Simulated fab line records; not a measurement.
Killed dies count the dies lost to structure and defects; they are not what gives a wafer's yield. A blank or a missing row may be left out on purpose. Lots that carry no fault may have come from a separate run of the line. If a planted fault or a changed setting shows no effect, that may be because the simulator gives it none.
fab line records :: flow nand-harc
[record]
  lots = 6
  wafers = 16
  last-day = 24
route steps=1159 shown A_SOURCE_PLATE@414 A_ONON_D1@424 END@1159
lots with no fault: from the same line, run without faults
start-h: start of the lot's first displayed wafer, in hours after the record's first day :: wait-h: hours since the lot's step before :: " the same as in the row above :: L1.1+2: a row that stands for several wafers :: - no value present, or no start provided :: * or withheld: withheld :: < > ~ a bound
route shown NAME@n: a module of which the file shows steps, and the number in the route of the first :: usual: the fault-free wafers' mean and standard deviation :: same: alike in all rows :: chamber/n: place in a boat :: sites: the reading at each site :: _std_site: the standard deviation of these :: _edge_site: mean of outer sites minus mean of inner sites :: radius-mm: for every site, how far away it sits from the centre of the wafer :: mask NAME#n: copy n :: behind: tool/chamber where the wafer was last shaped :: hold: why the lot was held/for how many hours/how that ended :: device: names the non-switching transistor (n, p or np) :: end of line: the same wafers' tests at the end of the route :: for a step that has no rows: nothing shown but its recipe :: killed: count of dies lost to structure and defects at first sort (not the wafer's yield) :: map: dies across one wafer; x = killed, . = not, _ = none there
set.NAME: the setting the step ran with; set.NAME@STEP: the setting that earlier step ran with :: model.NAME: the simulator's own value behind a step, which no gauge read
a table for each step, a row for each wafer; lots at some steps of the route
services: from which hour (start-h, from the record's first day; less than 0 if before it) a tool's chamber was out of use, for how many hours, and why
[[steps]]
[step NHARC_A_SOURCE_PLATE_SRD_01]
[step NHARC_A_SOURCE_PLATE_OXIDE_02]
[recipe]
  target-thk-a = 100
  temp-c = 900
  ox-time-s = 1362
  material = SiO2
[step NHARC_A_SOURCE_PLATE_THK_MEAS_09]
[recipe]
  thk-meas-gauge = ellipsometry
[usual]
  thk-nm = 9.6/0.9
lot.wafer: L666.2
tool: film-metro-01
chamber: -
start-h: 167.48
wait-h: 0.4
thk-nm: 9.2

lot.wafer: L666.3
tool: film-metro-01
chamber: -
start-h: 167.48
wait-h: 0.4
thk-nm: 9.2

lot.wafer: L666.5
tool: film-metro-01
chamber: -
start-h: 167.48
wait-h: 0.4
thk-nm: 8.7

lot.wafer: L668.3
tool: film-metro-01
chamber: -
start-h: 173.17
wait-h: 0.4
thk-nm: 8.8

lot.wafer: L668.4
tool: film-metro-01
chamber: -
start-h: 173.17
wait-h: 0.4
thk-nm: 7.9

lot.wafer: L668.5
tool: film-metro-01
chamber: -
start-h: 173.17
wait-h: 0.4
thk-nm: 8.9

lot.wafer: L673.1
tool: film-metro-01
chamber: -
start-h: 207.43
wait-h: 0.4
thk-nm: 10.8

lot.wafer: L673.3
tool: film-metro-01
chamber: -
start-h: 207.43
wait-h: 0.4
thk-nm: 10.2

lot.wafer: L673.5
tool: film-metro-01
chamber: -
start-h: 207.43
wait-h: 0.4
thk-nm: 9.8

lot.wafer: L674.4
tool: film-metro-02
chamber: -
start-h: 227.41
wait-h: 0.4
thk-nm: 11.4

lot.wafer: L674.6
tool: film-metro-02
chamber: -
start-h: 227.41
wait-h: 0.4
thk-nm: 9.0

lot.wafer: L676.2
tool: film-metro-01
chamber: -
start-h: 234.79
wait-h: 0.4
thk-nm: 9.2

lot.wafer: L676.3
tool: film-metro-01
chamber: -
start-h: 234.79
wait-h: 0.4
thk-nm: 9.0

lot.wafer: L684.2
tool: film-metro-01
chamber: -
start-h: 272.85
wait-h: 0.4
thk-nm: 8.7

lot.wafer: L684.4
tool: film-metro-01
chamber: -
start-h: 272.85
wait-h: 0.4
thk-nm: 9.9

lot.wafer: L684.6
tool: film-metro-01
chamber: -
start-h: 272.85
wait-h: 0.4
thk-nm: 10.7
[step NHARC_A_SOURCE_PLATE_PVD_04]
[recipe]
  target-thk-a = 500
  material = WSi2
[step NHARC_A_SOURCE_PLATE_CVD_03]
[recipe]
  target-thk-a = 2000
  temp-c = 620
  pressure-mtorr = 200
  time-s = 4000
  material = poly-Si
[step NHARC_A_SOURCE_PLATE_ANNEAL_05]
[recipe]
  temp-c = 850
  time-s = 1800
[step NHARC_A_SOURCE_PLATE_THK_MEAS_06]
[recipe]
  thk-meas-gauge = ellipsometry
[usual]
  thk-nm = 200.0/2
lot.wafer: L666.2
tool: film-metro-01
chamber: -
start-h: 180.91
wait-h: 0.4
thk-nm: 197.6

lot.wafer: L666.3
tool: film-metro-01
chamber: -
start-h: 180.91
wait-h: 0.4
thk-nm: 198.0

lot.wafer: L666.5
tool: film-metro-01
chamber: -
start-h: 180.91
wait-h: 0.4
thk-nm: 196.8

lot.wafer: L668.3
tool: film-metro-01
chamber: -
start-h: 186.51
wait-h: 0.4
thk-nm: 201.1

lot.wafer: L668.4
tool: film-metro-01
chamber: -
start-h: 186.51
wait-h: 0.4
thk-nm: 199.9

lot.wafer: L668.5
tool: film-metro-01
chamber: -
start-h: 186.51
wait-h: 0.4
thk-nm: 202.8

lot.wafer: L673.1
tool: film-metro-01
chamber: -
start-h: 220.47
wait-h: 0.4
thk-nm: 199.7

lot.wafer: L673.3
tool: film-metro-01
chamber: -
start-h: 220.47
wait-h: 0.4
thk-nm: 201.2

lot.wafer: L673.5
tool: film-metro-01
chamber: -
start-h: 220.47
wait-h: 0.4
thk-nm: 198.9

lot.wafer: L674.4
tool: film-metro-02
chamber: -
start-h: 240.15
wait-h: 0.4
thk-nm: 201.5

lot.wafer: L674.6
tool: film-metro-02
chamber: -
start-h: 240.15
wait-h: 0.4
thk-nm: 203.6

lot.wafer: L676.2
tool: film-metro-01
chamber: -
start-h: 247.65
wait-h: 0.4
thk-nm: 197.3

lot.wafer: L676.3
tool: film-metro-01
chamber: -
start-h: 247.65
wait-h: 0.4
thk-nm: 200.1

lot.wafer: L684.2
tool: film-metro-01
chamber: -
start-h: 289.35
wait-h: 0.4
thk-nm: 198.9

lot.wafer: L684.4
tool: film-metro-01
chamber: -
start-h: 289.35
wait-h: 0.4
thk-nm: 201.2

lot.wafer: L684.6
tool: film-metro-01
chamber: -
start-h: 289.35
wait-h: 0.4
thk-nm: 200.3
[step NHARC_A_SOURCE_PLATE_INSPECT_08]
[usual]
  raw-defect-count = 55/20
lot.wafer: L666.2
tool: defect-inspect-02
chamber: -
start-h: 181.01
wait-h: 0.0
raw-defect-count: 110

lot.wafer: L666.3
tool: defect-inspect-02
chamber: -
start-h: 181.01
wait-h: 0.0
raw-defect-count: 53

lot.wafer: L666.5
tool: defect-inspect-02
chamber: -
start-h: 181.01
wait-h: 0.0
raw-defect-count: 42

lot.wafer: L668.3
tool: defect-inspect-01
chamber: -
start-h: 186.58
wait-h: 0.0
raw-defect-count: 42

lot.wafer: L668.4
tool: defect-inspect-01
chamber: -
start-h: 186.58
wait-h: 0.0
raw-defect-count: 40

lot.wafer: L668.5
tool: defect-inspect-01
chamber: -
start-h: 186.58
wait-h: 0.0
raw-defect-count: 33

lot.wafer: L673.1
tool: defect-inspect-02
chamber: -
start-h: 220.53
wait-h: 0.0
raw-defect-count: 63

lot.wafer: L673.3
tool: defect-inspect-02
chamber: -
start-h: 220.53
wait-h: 0.0
raw-defect-count: 55

lot.wafer: L673.5
tool: defect-inspect-02
chamber: -
start-h: 220.53
wait-h: 0.0
raw-defect-count: 46

lot.wafer: L674.4
tool: defect-inspect-01
chamber: -
start-h: 240.24
wait-h: 0.0
raw-defect-count: 56

lot.wafer: L674.6
tool: defect-inspect-01
chamber: -
start-h: 240.24
wait-h: 0.0
raw-defect-count: 67

lot.wafer: L676.2
tool: defect-inspect-02
chamber: -
start-h: 247.72
wait-h: 0.0
raw-defect-count: 73

lot.wafer: L676.3
tool: defect-inspect-02
chamber: -
start-h: 247.72
wait-h: 0.0
raw-defect-count: 56

lot.wafer: L684.2
tool: defect-inspect-01
chamber: -
start-h: 289.41
wait-h: 0.0
raw-defect-count: 55

lot.wafer: L684.4
tool: defect-inspect-01
chamber: -
start-h: 289.41
wait-h: 0.0
raw-defect-count: 71

lot.wafer: L684.6
tool: defect-inspect-01
chamber: -
start-h: 289.41
wait-h: 0.0
raw-defect-count: 58
[step NHARC_A_ONON_D1_DEP_00]
[recipe]
  target-thk-a = 10000
  n2-flow-sccm = 2750
  n2o-flow-sccm = 2000
  nh3-flow-sccm = 500
  sih4-flow-sccm = 210
  temp-c = 400
[step NHARC_A_ONON_D1_THK_MEAS_02]
[recipe]
  thk-meas-gauge = ellipsometry
[usual]
  thk-nm = 1004/8.2
lot.wafer: L666.2
tool: film-metro-01
chamber: -
start-h: 181.59
wait-h: -
thk-nm: 1008

lot.wafer: L666.3
tool: film-metro-01
chamber: -
start-h: 181.59
wait-h: -
thk-nm: 1007

lot.wafer: L666.5
tool: film-metro-01
chamber: -
start-h: 181.59
wait-h: -
thk-nm: 1008

lot.wafer: L668.3
tool: film-metro-02
chamber: -
start-h: 187.18
wait-h: -
thk-nm: 1010

lot.wafer: L668.4
tool: film-metro-02
chamber: -
start-h: 187.18
wait-h: -
thk-nm: 1010

lot.wafer: L668.5
tool: film-metro-02
chamber: -
start-h: 187.18
wait-h: -
thk-nm: 1008

lot.wafer: L673.1
tool: film-metro-02
chamber: -
start-h: 221.11
wait-h: -
thk-nm: 997

lot.wafer: L673.3
tool: film-metro-02
chamber: -
start-h: 221.11
wait-h: -
thk-nm: 995

lot.wafer: L673.5
tool: film-metro-02
chamber: -
start-h: 221.11
wait-h: -
thk-nm: 995

lot.wafer: L674.4
tool: film-metro-02
chamber: -
start-h: 240.82
wait-h: -
thk-nm: 1001

lot.wafer: L674.6
tool: film-metro-02
chamber: -
start-h: 240.82
wait-h: -
thk-nm: 999

lot.wafer: L676.2
tool: film-metro-02
chamber: -
start-h: 248.29
wait-h: -
thk-nm: 985

lot.wafer: L676.3
tool: film-metro-02
chamber: -
start-h: 248.29
wait-h: -
thk-nm: 984

lot.wafer: L684.2
tool: film-metro-01
chamber: -
start-h: 289.99
wait-h: -
thk-nm: 1011

lot.wafer: L684.4
tool: film-metro-01
chamber: -
start-h: 289.99
wait-h: -
thk-nm: 1010

lot.wafer: L684.6
tool: film-metro-01
chamber: -
start-h: 289.99
wait-h: -
thk-nm: 1009
[step NHARC_A_ONON_D1_DEP_03]
[recipe]
  target-thk-a = 10000
  n2-flow-sccm = 2750
  n2o-flow-sccm = 2000
  nh3-flow-sccm = 500
  sih4-flow-sccm = 210
  temp-c = 400
lot.wafer: L666.2+3+5
tool: pecvd-onon-02
chamber: 0
start-h: 181.70
wait-h: 0.1

lot.wafer: L668.3+4+5
tool: pecvd-onon-03
chamber: 0
start-h: 187.35
wait-h: 0.2

lot.wafer: L673.1+3+5
tool: pecvd-onon-03
chamber: 0
start-h: 221.17
wait-h: 0.1

lot.wafer: L674.4+6
tool: pecvd-onon-03
chamber: 0
start-h: 241.05
wait-h: 0.2

lot.wafer: L676.2+3
tool: pecvd-onon-03
chamber: 0
start-h: 248.40
wait-h: 0.1

lot.wafer: L684.2+4+6
tool: pecvd-onon-01
chamber: 0
start-h: 290.11
wait-h: 0.1
[step NHARC_A_ONON_D1_THK_MEAS_05]
[recipe]
  thk-meas-gauge = ellipsometry
[usual]
  thk-nm = 1000/9.1
lot.wafer: L666.2
tool: film-metro-02
chamber: -
start-h: 182.15
wait-h: -
thk-nm: 1000

lot.wafer: L666.3
tool: film-metro-02
chamber: -
start-h: 182.15
wait-h: -
thk-nm: 1001

lot.wafer: L666.5
tool: film-metro-02
chamber: -
start-h: 182.15
wait-h: -
thk-nm: 1001

lot.wafer: L668.3
tool: film-metro-01
chamber: -
start-h: 187.75
wait-h: -
thk-nm: 995

lot.wafer: L668.4
tool: film-metro-01
chamber: -
start-h: 187.75
wait-h: -
thk-nm: 994

lot.wafer: L668.5
tool: film-metro-01
chamber: -
start-h: 187.75
wait-h: -
thk-nm: 994

lot.wafer: L673.1
tool: film-metro-01
chamber: -
start-h: 221.68
wait-h: -
thk-nm: 1004

lot.wafer: L673.3
tool: film-metro-01
chamber: -
start-h: 221.68
wait-h: -
thk-nm: 1006

lot.wafer: L673.5
tool: film-metro-01
chamber: -
start-h: 221.68
wait-h: -
thk-nm: 1004

lot.wafer: L674.4
tool: film-metro-02
chamber: -
start-h: 241.38
wait-h: -
thk-nm: 454

lot.wafer: L674.6
tool: film-metro-02
chamber: -
start-h: 241.38
wait-h: -
thk-nm: 1020

lot.wafer: L676.2
tool: film-metro-01
chamber: -
start-h: 248.86
wait-h: -
thk-nm: 444

lot.wafer: L676.3
tool: film-metro-01
chamber: -
start-h: 248.86
wait-h: -
thk-nm: 1010

lot.wafer: L684.2
tool: film-metro-01
chamber: -
start-h: 290.56
wait-h: -
thk-nm: 998

lot.wafer: L684.4
tool: film-metro-01
chamber: -
start-h: 290.56
wait-h: -
thk-nm: 998

lot.wafer: L684.6
tool: film-metro-01
chamber: -
start-h: 290.56
wait-h: -
thk-nm: 999
[step NHARC_A_ONON_D1_DEP_06]
[recipe]
  target-thk-a = 10000
  n2-flow-sccm = 2750
  n2o-flow-sccm = 2000
  nh3-flow-sccm = 500
  sih4-flow-sccm = 210
  temp-c = 400
[step NHARC_END_SORT_01]
[recipe]
  temp-c = 25
[usual]
  killed-at-array = 29/11
  killed-at-other = 0.7/1.1
  killed-at-periphery = 3.1/2
  killed-dies = 33/11
  killed-open = 3.5/1.8
  killed-short = 2.0/1.4
[same]
  gross-dies = 677
lot.wafer: L668.3
tool: prober-01
chamber: 0
start-h: 481.83
wait-h: 3.1
killed-at-array: 32
killed-at-other: 1
killed-at-periphery: 3
killed-dies: 36
killed-open: 5
killed-short: 3

lot.wafer: L668.4
tool: prober-01
chamber: 0
start-h: 482.63
wait-h: 3.4
killed-at-array: 28
killed-at-other: 3
killed-at-periphery: 6
killed-dies: 37
killed-open: 4
killed-short: 1

lot.wafer: L668.5
tool: prober-01
chamber: 0
start-h: 483.43
wait-h: 3.7
killed-at-array: 27
killed-at-other: 5
killed-at-periphery: 9
killed-dies: 41
killed-open: 1
killed-short: 3

lot.wafer: L673.1
tool: prober-02
chamber: 0
start-h: 507.51
wait-h: 2.5
killed-at-array: 29
killed-at-other: 0
killed-at-periphery: 6
killed-dies: 35
killed-open: 5
killed-short: 1

lot.wafer: L673.3
tool: prober-02
chamber: 0
start-h: 509.13
wait-h: 3.1
killed-at-array: 37
killed-at-other: 1
killed-at-periphery: 2
killed-dies: 40
killed-open: 5
killed-short: 3

lot.wafer: L673.5
tool: prober-02
chamber: 0
start-h: 510.74
wait-h: 3.7
killed-at-array: 25
killed-at-other: 0
killed-at-periphery: 3
killed-dies: 28
killed-open: 5
killed-short: 2

lot.wafer: L676.2
tool: prober-01
chamber: 0
start-h: 529.25
wait-h: 2.8
killed-at-array: 672
killed-at-other: 2
killed-at-periphery: 3
killed-dies: 677
killed-open: 3
killed-short: 1

lot.wafer: L674.4
tool: prober-02
chamber: 0
start-h: 541.22
wait-h: 3.4
killed-at-array: 675
killed-at-other: 0
killed-at-periphery: 2
killed-dies: 677
killed-open: 5
killed-short: 4

lot.wafer: L674.6
tool: prober-02
chamber: 0
start-h: 542.83
wait-h: 4.0
killed-at-array: 24
killed-at-other: 3
killed-at-periphery: 2
killed-dies: 29
killed-open: 1
killed-short: 4
// killed by level:class
L668.3 A_CHANNEL_HOLE_D1:chamber-film-flake=12 A_SLIT:chamber-film-flake=8 A_STAIRCASE:chamber-film-flake=3 A_WL_FILL:geometric-particle:short=2 A_CONTACT:geometric-particle:open=2 P_M2:geometric-particle:open=1 A_SOURCE_PLATE:geometric-particle:open=1 A_WL_FILL:geometric-particle:open=1
L668.4 A_CHANNEL_HOLE_D1:chamber-film-flake=13 A_SLIT:chamber-film-flake=11 THIN_TSV:chamber-film-flake=3 A_CONTACT:geometric-particle:open=2 P_BONDPAD:chamber-film-flake=2 P_M0:geometric-particle:open=1 A_CHANNEL_HOLE_D1:geometric-particle:open=1 A_M0:geometric-particle:short=1
L668.5 A_CHANNEL_HOLE_D1:chamber-film-flake=15 A_SLIT:chamber-film-flake=10 THIN_TSV:chamber-film-flake=5 P_M1:chamber-film-flake=3 P_BONDPAD:chamber-film-flake=3 P_GATE:geometric-particle:open=1 P_GATE:geometric-particle:short=1 A_ONON_D1:geometric-particle:short=1
L673.1 A_CHANNEL_HOLE_D1:chamber-film-flake=16 P_GATE:chamber-film-flake=3 A_BONDPAD:chamber-film-flake=3 A_CONTACT:chamber-film-flake=2 P_CONTACT:geometric-particle:open=1 P_M1:geometric-particle:open=1 A_SOURCE_PLATE:geometric-particle:open=1 A_SOURCE_PLATE:geometric-particle:short=1
L673.3 A_CHANNEL_HOLE_D1:chamber-film-flake=16 A_WL_FILL:chamber-film-flake=5 A_BONDPAD:chamber-film-flake=4 A_STAIRCASE:chamber-film-flake=4 A_CHANNEL_FILL_D1:geometric-particle:open=2 A_CONTACT:chamber-film-flake=2 P_M2:geometric-particle:open=1 A_SOURCE_PLATE:geometric-particle:short=1
L673.5 A_CHANNEL_HOLE_D1:chamber-film-flake=9 P_GATE:chamber-film-flake=3 A_CONTACT:chamber-film-flake=3 A_CHANNEL_FILL_D1:geometric-particle:open=2 A_CONTACT:geometric-particle:open=2 A_STAIRCASE:chamber-film-flake=2 A_M0:chamber-film-flake=2 A_CHANNEL_FILL_D1:geometric-particle:short=1
L676.2 A_ONON_D1:area-dep=636 A_CHANNEL_HOLE_D1:chamber-film-flake=21 A_STAIRCASE:chamber-film-flake=6 A_CONTACT:chamber-film-flake=6 THIN_TSV:chamber-film-flake=2 P_GATE:geometric-particle:open=1 P_M0:geometric-particle:open=1 A_CHANNEL_FILL_D1:geometric-particle:open=1
L674.4 A_ONON_D1:area-dep=642 A_CHANNEL_HOLE_D1:chamber-film-flake=18 A_CONTACT:geometric-particle:open=3 A_STAIRCASE:chamber-film-flake=3 A_CONTACT:chamber-film-flake=3 P_CONTACT:geometric-particle:short=1 P_M0:geometric-particle:short=1 A_SOURCE_PLATE:geometric-particle:short=1
L674.6 A_CHANNEL_HOLE_D1:chamber-film-flake=12 A_CONTACT:chamber-film-flake=5 THIN_TSV:chamber-film-flake=3 P_CONTACT:geometric-particle:short=2 A_CHANNEL_FILL_D1:chamber-film-flake=2 A_STAIRCASE:chamber-film-flake=2 A_CHANNEL_HOLE_D1:geometric-particle:short=1 A_WL_FILL:geometric-particle:short=1
// map L674.4 (x killed, . not)
____________x____________
_________xxxxxxx_________
_______xxxxxxxxxxx_______
______xxxxxxxxxxxxx______
_____xxxxxxxxxxxxxxx_____
____xxxxxxxxxxxxxxxxx____
____xxxxxxxxxxxxxxxxx____
___xxxxxxxxxxxxxxxxxxx___
___xxxxxxxxxxxxxxxxxxx___
__xxxxxxxxxxxxxxxxxxxxx__
__xxxxxxxxxxxxxxxxxxxxx__
_xxxxxxxxxxxxxxxxxxxxxxx_
_xxxxxxxxxxxxxxxxxxxxxxx_
_xxxxxxxxxxxxxxxxxxxxxxx_
_xxxxxxxxxxxxxxxxxxxxxxx_
_xxxxxxxxxxxxxxxxxxxxxxx_
xxxxxxxxxxxxxxxxxxxxxxxxx
xxxxxxxxxxxxxxxxxxxxxxxxx
xxxxxxxxxxxxxxxxxxxxxxxxx
xxxxxxxxxxxxxxxxxxxxxxxxx
xxxxxxxxxxxxxxxxxxxxxxxxx
_xxxxxxxxxxxxxxxxxxxxxxx_
_xxxxxxxxxxxxxxxxxxxxxxx_
_xxxxxxxxxxxxxxxxxxxxxxx_
_xxxxxxxxxxxxxxxxxxxxxxx_
_xxxxxxxxxxxxxxxxxxxxxxx_
__xxxxxxxxxxxxxxxxxxxxx__
__xxxxxxxxxxxxxxxxxxxxx__
___xxxxxxxxxxxxxxxxxxx___
___xxxxxxxxxxxxxxxxxxx___
____xxxxxxxxxxxxxxxxx____
____xxxxxxxxxxxxxxxxx____
_____xxxxxxxxxxxxxxx_____
______xxxxxxxxxxxxx______
_______xxxxxxxxxxx_______
_________xxxxxxx_________
____________x____________
// map L676.2 (x killed, . not)
____________x____________
_________xxxxxxx_________
_______xxxxxxxxxxx_______
______xxxxxxxxxxxxx______
_____xxxxxxxxxxxxxxx_____
____xxxxxxxxxxxxxxxxx____
____xxxxxxxxxxxxxxxxx____
___xxxxxxxxxxxxxxxxxxx___
___xxxxxxxxxxxxxxxxxxx___
__xxxxxxxxxxxxxxxxxxxxx__
__xxxxxxxxxxxxxxxxxxxxx__
_xxxxxxxxxxxxxxxxxxxxxxx_
_xxxxxxxxxxxxxxxxxxxxxxx_
_xxxxxxxxxxxxxxxxxxxxxxx_
_xxxxxxxxxxxxxxxxxxxxxxx_
_xxxxxxxxxxxxxxxxxxxxxxx_
xxxxxxxxxxxxxxxxxxxxxxxxx
xxxxxxxxxxxxxxxxxxxxxxxxx
xxxxxxxxxxxxxxxxxxxxxxxxx
xxxxxxxxxxxxxxxxxxxxxxxxx
xxxxxxxxxxxxxxxxxxxxxxxxx
_xxxxxxxxxxxxxxxxxxxxxxx_
_xxxxxxxxxxxxxxxxxxxxxxx_
_xxxxxxxxxxxxxxxxxxxxxxx_
_xxxxxxxxxxxxxxxxxxxxxxx_
_xxxxxxxxxxxxxxxxxxxxxxx_
__xxxxxxxxxxxxxxxxxxxxx__
__xxxxxxxxxxxxxxxxxxxxx__
___xxxxxxxxxxxxxxxxxxx___
___xxxxxxxxxxxxxxxxxxx___
____xxxxxxxxxxxxxxxxx____
____xxxxxxxxxxxxxxxxx____
_____xxxxxxxxxxxxxxx_____
______xxxxxxxxxxxxx______
_______xxxxxxxxxxx_______
_________xxxxxxx_________
____________x____________
[[services]]
tool: pecvd-onon-01
chamber: -
start-h: 195.00
hours: 13.0
kind: pm

tool: pecvd-onon-01
chamber: -
start-h: 231.01
hours: 8.7
kind: repair

tool: pecvd-onon-01
chamber: -
start-h: 241.36
hours: 5.8
kind: repair

tool: pecvd-onon-02
chamber: -
start-h: 278.82
hours: 0.2
kind: repair
[[key]]
[first-sign]
  step = NHARC_A_ONON_D1_THK_MEAS_05
  reading = thk-nm
  direction = down
  sigmas = 60
  usual = 1000
  struck = 449
[effect]
  step = NHARC_END_SORT_01
  reading = killed-dies
  direction = up
  sigmas = 61
  usual = 33
  struck = 677
[more-kills-born-at]
  NHARC_A_ONON_D1_DEP_03@pecvd-onon-03 = 1278
met-at NHARC_A_ONON_D1_DEP_03
struck-wafers L674.4,L676.2
later-rows-left-out L674.4,L676.2
tester-left-out L674,L676
onset-between 221.17 241.05
[fault]
  kind = process-parameter-drift
  tool = pecvd-onon-03
  chamber = -
  onset-h = 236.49
  steps = NHARC_A_ONON_D1_DEP_03
  channel = target-thk-a
  offset = *
  shape = step
  end-h = 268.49
  scope = struck-wafers-only
  acts-in = *
  stated = *
// tester-left-out: of these lots the tester's yield and bins aren't shown, on N5 and GAA mostly nor the transistor test; their killed dies are dies lost to structure and defects alone, not to doping, threshold or leakage, so they don't give the yield
// later-rows-left-out: the simulator's readings of these wafers behind a module that went badly wrong aren't trusted and aren't shown, but for the sort
